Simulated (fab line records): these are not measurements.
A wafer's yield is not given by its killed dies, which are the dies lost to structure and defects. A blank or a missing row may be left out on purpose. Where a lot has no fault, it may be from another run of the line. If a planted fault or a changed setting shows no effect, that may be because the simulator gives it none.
Chamber matching + flow n5Finfet + uvCure-01 running N5_BEOL_M5_CURE_79: 3 sister chambers
The step cures SiCOH lowk, time 240 s. 6 wafers are shown with their chamber, then 7 later ones without.

== WAFERS WITH THEIR CHAMBER ==
| wafer  | chamber | wafer_temp_C_max | lampPowerPct (%) |
|--------|---------|------------------|------------------|
| L079.2 | 2       | 387.3            | 52.37            |
| L079.4 | 2       | 387.2            | 52.33            |
| L084.2 | 0       | 387.1            | 52.32            |
| L084.4 | 0       | 387.2            | 52.30            |
| L093.1 | 1       | 388.0            | 52.34            |
| L093.3 | 1       | 387.4            | 52.35            |

== WAFERS WHOSE CHAMBER IS MISSING ==
| wafer  | wafer_temp_C_max | lampPowerPct (%) |
|--------|------------------|------------------|
| L093.4 | 387.7            | 52.31            |
| L095.2 | 387.3            | 52.32            |
| L095.3 | 387.5            | 52.41            |
| L095.5 | 387.3            | 52.24            |
| L096.1 | 387.7            | 52.33            |
| L096.2 | 388.8            | 52.27            |
| L096.3 | 387.5            | 52.36            |

== WHICH CHAMBER EACH WENT THROUGH ==
| wafer  | from the rows above          | in truth |
|--------|------------------------------|----------|
| L093.4 | can't be placed: 1 or 0 or 2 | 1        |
| L095.2 | can't be placed: 0 or 2 or 1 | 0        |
| L095.3 | can't be placed: 2 or 1      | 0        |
| L095.5 | 0                            | 0        |
| L096.1 | can't be placed: 1 or 2 or 0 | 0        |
| L096.2 | can't be placed: 1 or 0 or 2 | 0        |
| L096.3 | can't be placed: 2 or 1 or 0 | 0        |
1 of 7 placed correctly. Unplaceable from these rows: 6, with the true chamber sitting among the candidates in 5. 0 placed wrongly.
How it was worked out, from the rows above alone: a wafer's distance from a chamber is the root of the sum, over the readings, of the square of ((its reading less the chamber's mean) divided by the reading's scatter). The wafer belongs to the nearest chamber; if the next one is less than 2 further off, it can't be placed. The mean given for a chamber averages the wafers shown for that chamber. The scatter: take each reading less its chamber's mean, square it, sum over the shown wafers, divide by the number of wafers less the number of chambers, and take the root.
